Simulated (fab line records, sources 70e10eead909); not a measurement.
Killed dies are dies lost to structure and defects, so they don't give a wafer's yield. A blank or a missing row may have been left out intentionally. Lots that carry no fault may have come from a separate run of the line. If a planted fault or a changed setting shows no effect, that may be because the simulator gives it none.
fab line records | flow nand-harc
[record] lots = 15 | wafers = 45 | last-day = 33
route steps=1302 shown THIN_TSV@1245
lots untouched by any fault: they come from a run of this same line in which no faults occurred
start-h: hours from the record's opening day to when the first of the lot's shown wafers began | wait-h: time in hours since the lot's previous step | " the same as in the row above | L1.1+2: a row that stands for several wafers | - no value present, or no start provided | * or withheld: withheld | < > ~ a bound
route shown NAME@n: names a module that has steps shown in the file, with the first one's number in the route | usual: average and standard deviation across the fault-free wafers | same: alike in all rows | chamber/n: place in a boat | sites: readings site by site | _std_site: their standard deviation | _edge_site: mean of outer sites minus mean of inner sites | radius-mm: for every site, how far away it sits from the centre of the wafer | mask NAME#n: copy n | behind: tool/chamber where the wafer was last shaped | hold: what put the lot on hold/how long, in hours/how the hold closed | device: the n, p or np transistor that did not switch | end of line: tests of these same wafers at the route's end | a step with no rows: only its recipe | killed: count of dies lost to structure and defects at first sort (not the wafer's yield) | map: a wafer's dies, x killed, . not, _ none there
set.NAME: the run value of the setting; set.NAME@STEP: its run value at that earlier step | model.NAME: the simulator's own value behind a step, which no gauge read
one table for each step of the route and one row for each wafer, over a sample of lots
services: a tool's chamber out of use, with start hour (start-h, from the record's first day; less than 0 if before it), hours out, and reason
[[steps]]
[step NHARC_THIN_TSV_CMP_01]
[recipe] target-thk-um = 3
[usual] motor-current-A = 12.0/1.1 | slurry-flow-ml-min = 150.0/0.48
lot.wafer | tool   | chamber | start-h | wait-h | motor-current-A | slurry-flow-ml-min
L465.4    | cmp-02 | 0       | 570.89  | 0.4    | 11.8            | 149.9
L465.3    | "      | 1       | "       | "      | 12.3            | 150.2
L465.1    | "      | 2       | "       | "      | 10.3            | 149.9
L468.2    | cmp-02 | 2       | 588.33  | 0.9    | 10.7            | 149.9
L468.5    | "      | 0       | "       | "      | 12.5            | 149.5
L468.6    | "      | 1       | "       | "      | 13.0            | 149.3
L467.3    | cmp-02 | 1       | 593.98  | 0.7    | 12.1            | 150.1
L467.2    | "      | 3       | "       | "      | 12.7            | 150.3
L467.5    | "      | 0       | "       | "      | 11.5            | 150.5
L469.3    | cmp-01 | 0       | 614.65  | 0.6    | 12.3            | 149.9
L469.2    | "      | 2       | "       | "      | 10.7            | 149.7
L469.6    | "      | 0       | "       | "      | 12.9            | 150.3
L473.1    | cmp-01 | 0       | 628.42  | 1.0    | 12.8            | 149.4
L473.3    | "      | 3       | "       | "      | 12.0            | 149.8
L473.6    | "      | 0       | "       | "      | 12.1            | 150.6
L472.3    | cmp-01 | 0       | 632.78  | 0.6    | 12.8            | 150.2
L472.1    | "      | 3       | "       | "      | 11.9            | 150.1
L472.6    | "      | 0       | "       | "      | 12.9            | 149.4
L475.2    | cmp-01 | 2       | 653.21  | 0.8    | 10.7            | 150.4
L475.1    | "      | 3       | "       | "      | 11.8            | 150.3
L475.3    | "      | 0       | "       | "      | 13.1            | 150.4
L477.2    | cmp-02 | 0       | 687.12  | 0.8    | 11.4            | 150.3
L477.4    | "      | 3       | "       | "      | 14.1            | 149.5
L477.5    | "      | 1       | "       | "      | 12.5            | 149.9
L478.4    | cmp-02 | 1       | 694.99  | 0.4    | 12.8            | 150.2
L478.1    | "      | 3       | "       | "      | 12.4            | 150.6
L478.2    | "      | 0       | "       | "      | 11.8            | 150.0
L479.3    | cmp-02 | 3       | 696.20  | 0.6    | 12.6            | 150.5
L479.4    | "      | 2       | "       | "      | 10.0            | 150.3
L479.6    | "      | 3       | "       | "      | 12.6            | 150.5
L480.2    | cmp-02 | 1       | 697.41  | 0.8    | 13.1            | 149.5
L480.3    | "      | 2       | "       | "      | 10.0            | 149.6
L480.1    | "      | 0       | "       | "      | 11.2            | 149.9
L481.1    | cmp-02 | 3       | 721.55  | 1.1    | 12.7            | 149.7
L481.6    | "      | 1       | "       | "      | 12.7            | 151.0
L481.5    | "      | 2       | "       | "      | 10.4            | 149.8
L484.2    | cmp-02 | 2       | 734.03  | 0.9    | 10.1            | 149.5
L484.1    | "      | 0       | "       | "      | 11.5            | 149.7
L484.5    | "      | 2       | "       | "      | 9.9             | 149.6
L482.2    | cmp-02 | 3       | 735.26  | 0.9    | 11.7            | 149.4
L482.5    | "      | 0       | "       | "      | 11.2            | 150.5
L482.6    | "      | 1       | "       | "      | 12.7            | 150.2
L487.4    | cmp-02 | 2       | 782.08  | 0.4    | 10.0            | 150.4
L487.1    | "      | 0       | "       | "      | 12.0            | 150.5
L487.2    | "      | 1       | "       | "      | 12.8            | 150.0
[step NHARC_THIN_TSV_THK_MEAS_02]
[recipe] thk-meas-gauge = ir
[usual] thk-nm = 3000/200
lot.wafer | tool          | chamber | start-h | wait-h | thk-nm
L465.1    | film-metro-01 | -       | 571.15  | -      | 2927
L465.3    | "             | -       | "       | "      | 3065
L465.4    | "             | -       | "       | "      | 3051
L468.2    | film-metro-02 | -       | 588.55  | 0.2    | 2774
L468.5    | "             | -       | "       | "      | 2894
L468.6    | "             | -       | "       | "      | 2709
L467.2    | film-metro-01 | -       | 594.22  | 0.2    | 3120
L467.3    | "             | -       | "       | "      | 3076
L467.5    | "             | -       | "       | "      | 2971
L469.2    | film-metro-01 | -       | 614.91  | -      | 2758
L469.3    | "             | -       | "       | "      | 3172
L469.6    | "             | -       | "       | "      | 2888
L473.1    | film-metro-02 | -       | 628.68  | -      | 2910
L473.3    | "             | -       | "       | "      | 2801
L473.6    | "             | -       | "       | "      | 2722
L472.1    | film-metro-01 | -       | 633.04  | -      | 3133
L472.3    | "             | -       | "       | "      | 2936
L472.6    | "             | -       | "       | "      | 2877
L475.1    | film-metro-02 | -       | 653.47  | -      | 3508
L475.2    | "             | -       | "       | "      | 3197
L475.3    | "             | -       | "       | "      | 2977
L477.2    | film-metro-02 | -       | 687.38  | -      | 2861
L477.4    | "             | -       | "       | "      | 2764
L477.5    | "             | -       | "       | "      | 2866
L478.1    | film-metro-01 | -       | 695.26  | -      | 3198
L478.2    | "             | -       | "       | "      | 3121
L478.4    | "             | -       | "       | "      | 2805
L479.3    | film-metro-02 | -       | 696.46  | -      | 3019
L479.4    | "             | -       | "       | "      | 3051
L479.6    | "             | -       | "       | "      | 3213
L480.1    | film-metro-02 | -       | 697.67  | 0.2    | 2969
L480.2    | "             | -       | "       | "      | 3039
L480.3    | "             | -       | "       | "      | 2702
L481.1    | film-metro-02 | -       | 721.76  | 0.2    | 3087
L481.5    | "             | -       | "       | "      | 3328
L481.6    | "             | -       | "       | "      | 2967
L484.1    | film-metro-01 | -       | 734.27  | -      | 2989
L484.2    | "             | -       | "       | "      | 2889
L484.5    | "             | -       | "       | "      | 2851
L482.2    | film-metro-01 | -       | 735.45  | -      | 3359
L482.5    | "             | -       | "       | "      | 3262
L482.6    | "             | -       | "       | "      | 3202
L487.1    | film-metro-02 | -       | 782.34  | 0.2    | 2856
L487.2    | "             | -       | "       | "      | 3047
L487.4    | "             | -       | "       | "      | 2693
[step NHARC_THIN_TSV_ETCHBACK_48]
[recipe] target-depth-a = 10285 | over-etch-frac = 0.3 | time-s = 405.17 | ion-energy-ev = 250 | c4f8-flow-sccm = withheld | ar-flow-sccm = withheld | rf-w = 600 | bias-w = 300 | chemistry = C4F8/Ar
[usual] bias-w = 299.9/0.79 | chamber-pressure-mTorr = 24.996/0.022 | oes-product-au = 0.936/0.022 | rf-vpp-V = 545.5/2.6
lot.wafer | tool        | chamber | start-h | wait-h | bias-w | chamber-pressure-mTorr | oes-product-au | rf-hours-counter-h | rf-vpp-V
L465.3    | rie-diel-07 | 1       | 574.47  | -      | 301.8  | 24.993                 | 0.928          | 4.7                | 544.1
L465.4    | "           | 3       | "       | "      | 300.1  | 24.980                 | 0.942          | 4.5                | 546.2
L465.1    | "           | 0       | "       | "      | 300.6  | 25.002                 | 0.925          | 5.1                | 547.3
L468.2    | rie-diel-07 | 0       | 591.92  | -      | 300.7  | 25.000                 | 0.924          | 6.3                | 548.0
L468.6    | "           | 3       | "       | "      | 299.8  | 25.010                 | 0.936          | -                  | 547.5
L468.5    | "           | 0       | "       | "      | 300.7  | 24.981                 | 0.917          | -                  | 547.1
L467.2    | rie-diel-09 | 3       | 597.58  | -      | 299.9  | 24.988                 | 0.927          | 7.6                | 544.4
L467.3    | "           | 0       | "       | "      | 299.5  | 24.992                 | 0.931          | 7.3                | 544.4
L467.5    | "           | 2       | "       | "      | 299.8  | 25.015                 | 0.924          | -                  | 543.1
L469.2    | rie-diel-07 | 3       | 618.28  | -      | 299.7  | 25.031                 | 0.930          | 7.3                | 545.5
L469.3    | "           | 0       | "       | "      | 300.4  | 24.955                 | 0.922          | 8.2                | 547.1
L469.6    | "           | 1       | "       | "      | 300.9  | 25.011                 | 0.932          | -                  | 543.0
L473.3    | rie-diel-09 | 0       | 632.13  | -      | 300.5  | 25.001                 | 0.910          | 10.2               | 543.6
L473.1    | "           | 1       | "       | "      | 299.6  | 24.992                 | 0.922          | 9.9                | 541.2
L473.6    | "           | 1       | "       | "      | 299.5  | 25.024                 | 0.925          | -                  | 540.0
L472.1    | rie-diel-09 | 2       | 636.37  | -      | 299.3  | 24.991                 | 0.990          | 9.8                | 544.2
L472.3    | "           | 3       | "       | "      | 299.6  | 24.968                 | 0.917          | 10.1               | 545.8
L472.6    | "           | 1       | "       | "      | 299.9  | 25.030                 | 0.926          | -                  | 540.7
L475.2    | rie-diel-05 | 2       | 656.86  | -      | 299.3  | 24.980                 | 0.934          | 3.6                | 548.5
L475.3    | "           | 3       | "       | "      | 299.2  | 25.011                 | 0.925          | 4.7                | 543.4
L475.1    | "           | 1       | "       | "      | 299.9  | 25.029                 | 0.932          | 4.4                | 547.3
L477.2    | rie-diel-07 | 2       | 690.85  | 0.4    | 300.2  | 25.016                 | 0.939          | 1.4                | 547.2
L477.4    | "           | 3       | "       | "      | 299.5  | 25.013                 | 0.939          | 1.6                | 545.7
L477.5    | "           | 2       | "       | "      | 299.7  | 25.002                 | 0.928          | -                  | 549.2
L478.4    | rie-diel-05 | 0       | 698.55  | -      | 300.0  | 24.985                 | 0.917          | 6.4                | 549.1
L478.1    | "           | 2       | "       | "      | 301.1  | 25.015                 | 0.944          | 5.0                | 549.6
L478.2    | "           | 3       | "       | "      | 299.4  | 25.004                 | 0.925          | 6.7                | 544.0
L479.3    | rie-diel-07 | 2       | 699.77  | -      | 300.1  | 25.007                 | 0.938          | 2.2                | 548.3
L479.4    | "           | 0       | "       | "      | 300.6  | 24.982                 | 0.937          | 1.9                | 548.1
L479.6    | "           | 3       | "       | "      | 300.6  | 24.966                 | 0.940          | -                  | 546.9
L480.2    | rie-diel-09 | 1       | 701.73  | -      | 299.9  | 24.982                 | 0.978          | 1.9                | 541.5
L480.3    | "           | 3       | "       | "      | 300.3  | 25.029                 | 0.944          | 1.9                | 545.7
L480.1    | "           | 0       | "       | "      | 300.9  | 24.984                 | 0.960          | 2.2                | 543.0
L481.1    | rie-diel-07 | 1       | 725.21  | -      | -      | -                      | -              | -                  | -
L481.5    | "           | 0       | "       | "      | -      | -                      | -              | -                  | -
L481.6    | "           | 1       | "       | "      | -      | -                      | -              | -                  | -
L484.2    | rie-diel-09 | 0       | 737.59  | -      | -      | -                      | -              | -                  | -
L484.1    | "           | 1       | "       | "      | -      | -                      | -              | -                  | -
L484.5    | "           | 3       | "       | "      | -      | -                      | -              | -                  | -
L482.2    | rie-diel-07 | 0       | 738.80  | -      | -      | -                      | -              | -                  | -
L482.6    | "           | 3       | "       | "      | -      | -                      | -              | -                  | -
L482.5    | "           | 0       | "       | "      | -      | -                      | -              | -                  | -
L487.2    | rie-diel-07 | 2       | 785.65  | -      | 299.7  | 24.960                 | 0.922          | 5.9                | 547.9
L487.4    | "           | 0       | "       | "      | 300.2  | 25.014                 | 0.927          | 5.7                | 547.7
L487.1    | "           | 1       | "       | "      | 299.5  | 25.001                 | 0.921          | 5.8                | 543.0
[step NHARC_THIN_TSV_PVD_19]
[recipe] target-thk-a = 200 | chamber-pressure-pa = 5 | material = TaN
[usual] throttle-valve-pct = 29.9/0.94
lot.wafer | tool           | chamber | start-h | wait-h | throttle-valve-pct
L465.1    | pvd-sputter-02 | -       | -       | -      | 29.3
L465.4    | "              | -       | "       | "      | 30.6
L465.3    | "              | -       | "       | "      | 31.0
L468.2    | pvd-sputter-03 | -       | -       | -      | 30.2
L468.6    | "              | -       | "       | "      | 29.4
L468.5    | "              | -       | "       | "      | 28.5
L467.3    | pvd-sputter-02 | -       | -       | -      | 31.0
L467.2    | "              | -       | "       | "      | 29.5
L467.5    | "              | -       | "       | "      | 31.0
L469.3    | pvd-sputter-02 | -       | -       | -      | 31.1
L469.2    | "              | -       | "       | "      | 29.3
L469.6    | "              | -       | "       | "      | 30.3
L473.1    | pvd-sputter-01 | -       | -       | -      | 29.3
L473.3    | "              | -       | "       | "      | 31.2
L473.6    | "              | -       | "       | "      | 29.4
L472.1    | pvd-sputter-03 | -       | -       | -      | 30.6
L472.3    | "              | -       | "       | "      | 29.6
L472.6    | "              | -       | "       | "      | 31.0
L475.2    | pvd-sputter-03 | -       | -       | -      | 28.6
L475.3    | "              | -       | "       | "      | 31.0
L475.1    | "              | -       | "       | "      | 30.2
L477.2    | pvd-sputter-01 | -       | -       | -      | 29.2
L477.4    | "              | -       | "       | "      | 27.9
L477.5    | "              | -       | "       | "      | 29.7
L478.2    | pvd-sputter-02 | -       | -       | -      | 29.5
L478.1    | "              | -       | "       | "      | 31.1
L478.4    | "              | -       | "       | "      | 30.1
L479.3    | pvd-sputter-03 | -       | -       | -      | 30.2
L479.4    | "              | -       | "       | "      | 30.9
L479.6    | "              | -       | "       | "      | 30.2
L480.1    | pvd-sputter-02 | -       | -       | -      | 30.4
L480.3    | "              | -       | "       | "      | 29.2
L480.2    | "              | -       | "       | "      | 31.2
L481.1    | pvd-sputter-01 | -       | -       | -      | 29.2
L481.5    | "              | -       | "       | "      | 29.6
L481.6    | "              | -       | "       | "      | 31.3
L484.2    | pvd-sputter-01 | -       | -       | -      | 27.9
L484.1    | "              | -       | "       | "      | 29.4
L484.5    | "              | -       | "       | "      | 27.8
L482.2    | pvd-sputter-01 | -       | -       | -      | 29.4
L482.6    | "              | -       | "       | "      | 29.7
L482.5    | "              | -       | "       | "      | 31.3
L487.1    | pvd-sputter-03 | -       | -       | -      | 29.8
L487.2    | "              | -       | "       | "      | 28.7
L487.4    | "              | -       | "       | "      | 30.9
[[services]]
tool           | chamber | start-h | hours | kind
cmp-02         | -       | 572.18  | 0.3   | repair
cmp-01         | -       | 577.92  | 4.0   | pm
cmp-01         | -       | 587.37  | 2.1   | repair
cmp-02         | -       | 604.06  | 0.5   | repair
cmp-01         | -       | 619.56  | 2.3   | repair
cmp-02         | -       | 624.65  | 4.0   | pm
pvd-sputter-02 | -       | 638.05  | 10.0  | pm
cmp-02         | -       | 641.01  | 0.6   | repair
rie-diel-07    | -       | 648.25  | 9.0   | pm
rie-diel-09    | -       | 674.10  | 9.0   | pm
pvd-sputter-03 | -       | 679.26  | 5.5   | repair
pvd-sputter-02 | -       | 686.92  | 1.7   | repair
pvd-sputter-02 | -       | 700.62  | 1.2   | repair
rie-diel-07    | -       | 701.65  | 0.5   | repair
pvd-sputter-02 | -       | 703.01  | 8.1   | repair
pvd-sputter-03 | -       | 708.02  | 10.0  | pm
cmp-02         | -       | 722.65  | 4.0   | pm
pvd-sputter-02 | -       | 723.86  | 1.9   | repair
rie-diel-07    | 2       | 725.67  | 1.3   | repair
cmp-02         | -       | 729.99  | 1.3   | repair
pvd-sputter-01 | -       | 746.03  | 10.0  | repair
rie-diel-09    | 0       | 756.43  | 9.0   | repair
pvd-sputter-01 | -       | 763.45  | 10.0  | pm
rie-diel-09    | 1       | 781.95  | 4.1   | repair
[[key]]
[first-sign] step = NHARC_THIN_TSV_ETCHBACK_48 | reading = tool-record | direction = missing
effect none on later readings
met-at NHARC_THIN_TSV_ETCHBACK_48
struck-lots L481,L482,L484
later-rows-left-out L481.1,L481.5,L481.6,L482.2,L482.5,L482.6,L484.1,L484.2,L484.5
sort-left-out L481.1,L481.5,L481.6,L482.2,L482.5,L482.6,L484.1,L484.2,L484.5
not-acting-at NHARC_THIN_TSV_CMP_01,NHARC_THIN_TSV_THK_MEAS_02,NHARC_THIN_TSV_PVD_19
onset-between 701.73 725.21
[fault] kind = skipped-step-whole | tool = rie-diel-07,rie-diel-09 | chamber = - | onset-h = 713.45 | steps = NHARC_THIN_TSV_ETCHBACK_48 | scope = struck-lots-only
// sort-left-out: the simulated sort isn't trusted on such a fault, so these wafers' sort isn't shown, and their yield isn't known
// later-rows-left-out: the simulator's readings of these wafers behind a module that went badly wrong aren't trusted and aren't shown, but for the sort
